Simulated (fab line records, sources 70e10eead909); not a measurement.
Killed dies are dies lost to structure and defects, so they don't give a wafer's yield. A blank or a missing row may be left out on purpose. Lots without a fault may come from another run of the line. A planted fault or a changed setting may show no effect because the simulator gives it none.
A struck lot beside a sound one | flow nand_harc | 41 steps out of a route of 1159
Sound: wafers L113.2, L113.3, L113.6. Struck: wafer L118.5. (L118.1, L118.4 of the same lot were not struck and are left out.) The cause comes at the end.
At each step with rows: each side's tool, then ch and its chambers, then its first start. Under that, the readings that differ: sound wafers | struck wafers | difference of the means | sigmas: that difference in standard deviations of wafers without a fault.
alike: readings whose means differ by less than 2 such deviations, and words and numbers that are the same on both sides. not compared: withheld readings, readings that some wafer has no value for, bounds like >300 that may hide the same value, and numbers for which the record gives no deviation and whose values overlap.
The two part at a step that has a row with sigmas, a row that says differs or no value, or rows on one side only. Numbers that don't overlap but have no deviation are shown without sigmas and don't part them. A reading that every wafer of one side lacks parts them only if that side has two wafers or more.

NHARC_P_M0_CD_MEAS_09: target cd 90 nm.
  sound on cd_sem-01 ch 0, day 7 04:40; struck on cd_sem-03 ch 0, day 8 08:44
  alike: cd_nm
NHARC_P_M0_OVL_MEAS_10: pitch 180 nm.
  sound on overlay-01, day 7 04:46; struck on overlay-01, day 8 08:49
  reading           | sound         | struck | difference | sigmas
  overlay_x_nm (nm) | -0.1 -0.1 0.3 | 1.6    | +1.6       | +2
  alike: overlay_y_nm
NHARC_P_M0_INSPECT_11:
  sound on defect_inspect-01, day 7 04:48; struck on defect_inspect-02, day 8 08:52
  alike: raw_defect_count
then, 3 steps without rows for these wafers: NHARC_P_M0_DESCUM_14 (chemistry O2, time 3 s); NHARC_P_M0_ETCH_34 (etches the open film in N2/H2, target depth 40 nm, overetch 12 nm, time 43.94 s); NHARC_P_M0_ETCH_15 (etches the open film in C4F8/Ar, target depth 150 nm, overetch 15 nm, time 82.5 s).
NHARC_P_M0_CD_MEAS_16:
  sound on cd_sem-03, day 7 05:10; struck on cd_sem-02, day 8 09:13
  alike: cd_nm
then, 2 steps without rows for these wafers: NHARC_P_M0_STRIP_18 (strips in N2/H2); NHARC_P_M0_STRIP_19 (strips in post etch residue remover, time 600 s).
NHARC_P_M0_DEGAS_28: time 60 s.
  sound on pvd_sputter-03, day 7 05:47; struck on pvd_sputter-02, day 8 09:51
  alike: heater_power_w
NHARC_P_M0_PRE_CLEAN_29: time 30 s.
  sound on pvd_sputter-03; struck on pvd_sputter-02
  alike: heater_power_w
then, 1 step without rows for these wafers: NHARC_P_M0_PVD_20 (deposits TaN, target thk 5 nm, time 8.06 s).
NHARC_P_M0_PVD_21: deposits Cu, target thk 30 nm, time 20.49 s.
  sound on pvd_sputter-03, day 7 06:01; struck on pvd_sputter-02, day 8 10:06
  alike: throttle_valve_pct
then, 2 steps without rows for these wafers: NHARC_P_M0_ECD_22 (material Cu, target thk 400 nm); NHARC_P_M0_ANNEAL_30 (time 90 s).
NHARC_P_M0_CMP_23: polishes, t overpolish 20 s, target thk 117.53 nm.
  sound on cmp-04 ch 1,3, day 7 06:52; struck on cmp-04 ch 1, day 8 10:57
  reading            | sound             | struck | difference | sigmas
  slurry_flow_ml_min | 149.9 150.2 150.1 | 149.0  | -1.1       | -2
  alike: motor_current_A, time_to_endpoint_s
then, 1 step without rows for these wafers: NHARC_P_M0_SRD_25.
NHARC_P_M0_INSPECT_27:
  sound on defect_inspect-01, day 7 07:20; struck on defect_inspect-01, day 8 11:26
  alike: raw_defect_count
NHARC_P_M0_PRE_CLEAN_31: time 12 s.
  sound on pecvd-01 ch 0,1, day 7 07:26; struck on pecvd-02 ch 2, day 8 11:31
  alike: heater_power_w
  not compared: since_wet_clean_h
then, 11 steps without rows for these wafers: NHARC_P_M0_DEP_32 (deposits SiCN, target thk 30 nm); NHARC_P_M1_DEP_00 (deposits SiOC, target thk 182.5 nm); NHARC_P_M1_DEHYDRATE_01 (time 120 s); NHARC_P_M1_HMDS_02 (time 30 s); NHARC_P_M1_COAT_34 (time 65 s); NHARC_P_M1_COAT_03 (resist thk 90 nm); NHARC_P_M1_SOFTBAKE_04 (time 55 s); NHARC_P_M1_EBR_05; NHARC_P_M1_EXPOSE_06 (exposes mask P M1, target cd 130 nm); NHARC_P_M1_PEB_07 (peb time 65 s); NHARC_P_M1_DEVELOP_08 (develop time 35 s).
NHARC_P_M1_CD_MEAS_09: target cd 130 nm.
  the record has rows for the sound wafers here (cd_sem-03 ch 0, day 7 08:46) and none for the struck ones
NHARC_P_M1_OVL_MEAS_10: pitch 260 nm.
  the record has rows for the sound wafers here (overlay-01, day 7 08:51) and none for the struck ones
NHARC_P_M1_INSPECT_11:
  the record has rows for the sound wafers here (defect_inspect-01, day 7 08:53) and none for the struck ones
then, 3 steps without rows for these wafers: NHARC_P_M1_DESCUM_14 (chemistry O2, time 3 s); NHARC_P_M1_ETCH_35 (etches the open film in N2/H2, target depth 40 nm, overetch 12 nm, time 43.94 s); NHARC_P_M1_ETCH_15 (etches the open film in C4F8/Ar, target depth 182.5 nm, time 91.2 s).
NHARC_P_M1_CD_MEAS_16:
  the record has rows for the sound wafers here (cd_sem-02, day 7 09:15) and none for the struck ones
then, 1 step without rows for these wafers: NHARC_P_M1_STRIP_18 (strips in N2/H2).
NHARC_P_M1_ETCH_28: etches the open film in CF4/N2, target depth 30 nm, time 72.99 s.
  the record has rows for the sound wafers here (rie_diel-05 ch 1,2,3) and none for the struck ones
then, 1 step without rows for these wafers: NHARC_P_M1_STRIP_19 (strips in post etch residue remover, time 600 s).
-- the record jumps here: 13 days lie between the struck wafers' starts before and after (it left off in module P_M1 and takes up again in module END, whose first step shown is number 1159 of the route) --
NHARC_END_SORT_01:
  the record has rows for the struck wafers here (prober-02 ch 0, day 21 14:32) and none for the sound ones

WHERE THEY PART
First at NHARC_P_M0_OVL_MEAS_10; last, within this record, at NHARC_END_SORT_01.

WHY: what the simulator had put in
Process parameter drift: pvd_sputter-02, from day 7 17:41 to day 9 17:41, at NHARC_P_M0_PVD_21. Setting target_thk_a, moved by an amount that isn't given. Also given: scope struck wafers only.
